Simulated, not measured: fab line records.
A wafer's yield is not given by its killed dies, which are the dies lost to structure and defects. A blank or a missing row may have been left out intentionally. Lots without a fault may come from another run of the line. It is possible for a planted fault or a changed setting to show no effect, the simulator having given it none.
Split-lot experiment ; flow n5Finfet ; 21 wafers read from 7 lots, route of 1938 steps

## ABOUT THE SPLIT
At N5_BEOL_M0_ETCH_138 (etches SiCN in CH3F/O2, target depth 12 nm, time 31.6 s), the setting sourceW was moved away from the recipe's 395 W on 10 of the 21 wafers read, by -11.6% to +14.8%. For the rest of the wafers, this setting stayed at what the recipe calls for.

The split's own step is where the reading is taken.

## THE READING
rfVppV, in V, at N5_BEOL_M0_ETCH_138 (etches SiCN in CH3F/O2, target depth 12 nm, time 31.6 s). Typical for fault-free wafers on this fab line: 297.4 V, with standard deviation 1.7 V.

wafer;tool, chamber at the split;sourceW as run, W;against the recipe;rfVppV, V;against lot-mates on the recipe
L074.2;rieDiel-01, 1;395;recipe;299.0;-
L074.3;rieDiel-01, 3;395;recipe;297.3;-
L074.6;rieDiel-01, 2;395;recipe;294.4;-
L079.2;rieDiel-01, 3;395;recipe;299.2;-
L079.4;rieDiel-01, 2;395;recipe;296.7;-
L079.6;rieDiel-01, 3;350.7;-11.2%;309.9;+11.9
L084.2;rieDiel-05, 3;431.7;+9.3%;287.1;-11.2
L084.3;rieDiel-05, 2;395;recipe;298.3;-
L084.6;rieDiel-05, 1;431.7;+9.3%;288.3;-10.0
L089.1;rieDiel-01, 0;426.2;+7.9%;291.7;no lot-mate on the recipe
L089.2;rieDiel-01, 3;426.2;+7.9%;290.5;no lot-mate on the recipe
L089.6;rieDiel-01, 1;426.2;+7.9%;290.9;no lot-mate on the recipe
L091.1;rieDiel-05, 0;453.6;+14.8%;284.1;-14.0
L091.2;rieDiel-05, 2;395;recipe;297.1;-
L091.5;rieDiel-05, 0;395;recipe;299.1;-
L092.1;rieDiel-05, 3;395;recipe;294.9;-
L092.3;rieDiel-05, 1;436.4;+10.5%;285.2;-11.5
L092.6;rieDiel-05, 0;395;recipe;298.5;-
L096.2;rieDiel-05, 3;349;-11.6%;308.0;+10.7
L096.4;rieDiel-05, 0;395;recipe;297.3;-
L096.5;rieDiel-05, 0;349;-11.6%;310.1;+12.8

THE FIT
A straight line over all 21 wafers: rfVppV changes by -0.99 V for each +1% of sourceW; r = -0.98; the points scatter about the line by 1.5 V.
The same after taking each lot's own level away (the mean of its wafers on the recipe; 18 wafers): -1.04 V for each +1%; r = -0.98; scatter 1.4 V.
According to that fit, moving sourceW by its largest amount changes the reading by 15 V.
The span of the lots' own levels, 296.70 to 298.30 V, comes to 0.9 times the standard deviation stated above.
The two slopes are in agreement: the lot-to-lot level therefore moves the slope only a little.
Check: with one of the wafers moved furthest among these (+14.8%) left out of the fit, the line predicts -16 V for it against its lot-mates. It came out at -14 V against them.
Tool readings at the split's step, against how far the setting was moved: rfVppV r = -0.98.

## ADDITIONAL SPLITS CARRIED BY THESE WAFERS
Before the reading, these wafers also passed through other splits. Each is held against what the fit with the lots' levels taken away leaves over:
other split on the same wafers;wafers away from the commonest value;r with rfVppV (lot level and that fit taken away)
N5_GATE_CUT_EXPOSE_10 doseMj;8;+0.37
N5_MOL_CONTACT_COAG_ETCH_106 sourceW;6;-0.27
N5_BEOL_M0_SAQP_COAT_08 spinRpm;8;+0.00
N5_BEOL_M0_SAQP_EXPOSE_11 doseMj;6;+0.13
N5_BEOL_M0_CUTY_EXPOSE_54 doseMj;8;+0.19

## FILE'S OWN FIT
rfVppV changes by -1.03 V for each +1% of sourceW, r = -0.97.
